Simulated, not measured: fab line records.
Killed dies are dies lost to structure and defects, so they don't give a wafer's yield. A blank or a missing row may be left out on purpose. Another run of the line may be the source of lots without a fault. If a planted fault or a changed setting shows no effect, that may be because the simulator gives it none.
A struck lot beside a sound one	flow n5Finfet	18 out of 1938 route steps
Sound: wafers L526.1, L526.4, L526.6. Struck: wafer L536.6 (L536.1, L536.3, from the same lot, were not struck and are left out); the cause is given at the end.
Each step with rows lists, per side, the tool, then ch with its chambers, then its first start. Under that, the readings that differ: sound wafers	struck wafers	difference of the means	sigmas: that difference in standard deviations of wafers without a fault.
alike: words and numbers the same on both sides, and readings whose means are apart by under 2 such deviations; not compared: readings that were withheld, readings missing a value for some wafer, numbers with overlapping values and no deviation given by the record, and bounds like >300 which may hide the same value.
A row with sigmas, a row that says differs or no value, or rows on one side alone: a step with any of these is where the two part. Non-overlapping numbers with no deviation appear without sigmas and do not part them. A reading missing from all wafers of one side parts the sides only when that side holds two or more wafers.

first, 9 steps without rows for these wafers: N5_GATE_CUT_COAT_34 (time 60 s, resist thk 60 nm); N5_GATE_CUT_COAT_35 (time 60 s, resist thk 10 nm); N5_GATE_CUT_COAT_27 (time 60 s, resist thk 10 nm); N5_GATE_CUT_COAT_07 (resist thk 30 nm); N5_GATE_CUT_EBR_09; N5_GATE_CUT_SOFTBAKE_08 (time 60 s); N5_GATE_CUT_EXPOSE_10 (exposes mask GATE CUT, target cd 20 nm); N5_GATE_CUT_PEB_11 (peb time 60 s); N5_GATE_CUT_DEVELOP_12 (develop time 30 s).
N5_GATE_CUT_CD_MEAS_13: the cd target is 20 nm.
  sound on cdSem-03 ch 0, day 5 02:02; struck on cdSem-03 ch 0, day 7 10:40
  alike: cdNm
N5_GATE_CUT_OVL_MEAS_14:
  sound on overlay-01 ch 0, day 5 02:04; struck on overlay-01 ch 0, day 7 10:42
  alike: GATE_CUT_OVL
N5_GATE_CUT_INSPECT_15: inspects for defects (brightfield).
  sound on defectInspect-02 at day 5 02:07; struck on defectInspect-02 at day 7 10:46
reading	sound	struck	difference	sigmas
rawDefectCount	102 76 154	188	+77	+2
N5_GATE_CUT_DESCUM_18: chemistry O2, time 7 s.
  sound on rieDiel-04 ch 0,2, day 5 02:09; struck on rieDiel-04 ch 3, day 7 10:48
reading	sound	struck	difference	sigmas
drypumpMotorCurrentA (A)	6.0 5.7 5.7	5.0	-0.8	-2
throttleValvePct (%)	20.44 20.59 20.61	19.93	-0.62	-3
model.CAR-EUV_of_GATE_CUT_COAT_07.thkNm (nm)	26 26 26.2	27.6	+1.5	
  alike: oesProductAu, rfVppV, showerheadPlenumPTorr
  not compared: rfHoursCounterH
N5_GATE_CUT_ETCH_28: etches underlayer in N2/H2, target depth 13 nm, time 10.4 s.
  sound on rieDiel-04 ch 0,2, day 5 02:11; struck on rieDiel-04 ch 3, day 7 10:50
reading	sound	struck	difference	sigmas
drypumpMotorCurrentA (A)	6.1 5.7 5.7	5.0	-0.8	-3
  alike: etchRfOnTimeS, oesProductAu, rfVppV, showerheadPlenumPTorr, throttleValvePct
  not compared: rfHoursCounterH
N5_GATE_CUT_ETCH_36: etches SiARC in CF4, target depth 13 nm, time 21.7 s.
  sound on rieDiel-04 ch 0,2, day 5 02:12; struck on rieDiel-04 ch 3, day 7 10:51
reading	sound	struck	difference	sigmas
drypumpMotorCurrentA (A)	6.1 5.7 5.7	5.0	-0.8	-3
etchRfOnTimeS (s)	20.9 21.1 21.0	22.4	+1.4	+2
model.CAR-EUV_of_GATE_CUT_COAT_07.thkNm (nm)	6.8 6.8 7	8.4	+1.5	
  alike: oesProductAu, rfVppV, showerheadPlenumPTorr, throttleValvePct
  not compared: rfHoursCounterH
N5_GATE_CUT_ETCH_37: etches SOC in N2/H2, target depth 60 nm, overetch 12 nm, time 90 s.
  sound on rieDiel-04 ch 0,2, day 5 02:14; struck on rieDiel-04 ch 3, day 7 10:53
reading	sound	struck	difference	sigmas
drypumpMotorCurrentA (A)	6.1 5.7 5.7	5.0	-0.8	-3
  alike: oesProductAu, rfVppV, showerheadPlenumPTorr, throttleValvePct
  not compared: rfHoursCounterH
-- record jumps: 4 days separate the struck wafers' starts on either side; left off in module GATE_CUT, taken up again in module BEOL_M4, whose first shown step is the route's number 1111 --
N5_BEOL_M4_RC_MEAS_101:
  sound on prober-02 ch 0, day 9 08:13; struck on prober-02 ch 0, day 11 14:08
  alike: DIBL_N, DIBL_P, IOFF_N, IOFF_P, ION_N, ION_P, SS_N, SS_P, VT_N, VT_P
-- record jumps: 5 days separate the struck wafers' starts on either side; left off in module BEOL_M4, taken up again in module PASSIVATION, whose first shown step is the route's number 1936 --
N5_PASSIVATION_PROBE_49:
  sound on prober-02 at day 14 06:10; struck on prober-02 at day 16 08:52
reading	sound	struck	difference	sigmas
sort_bin_6_memory (%)	2.6 3.3 2.8	4.3	+1.4	+2
  alike: defectLimitedYield, killed_at_M0_to_M3, killed_at_M4_up, killedAtContacts, killedAtFrontEnd, killedAtOther, killedDies, killedOpen, killedShort, sort_bin_4_leakage, sort_bin_5_function, sortNPass, sortYieldPct

== WHERE THEY PART ==
At N5_GATE_CUT_INSPECT_15 first; at N5_PASSIVATION_PROBE_49 last (within this record only).

WHY: what the simulator had put in
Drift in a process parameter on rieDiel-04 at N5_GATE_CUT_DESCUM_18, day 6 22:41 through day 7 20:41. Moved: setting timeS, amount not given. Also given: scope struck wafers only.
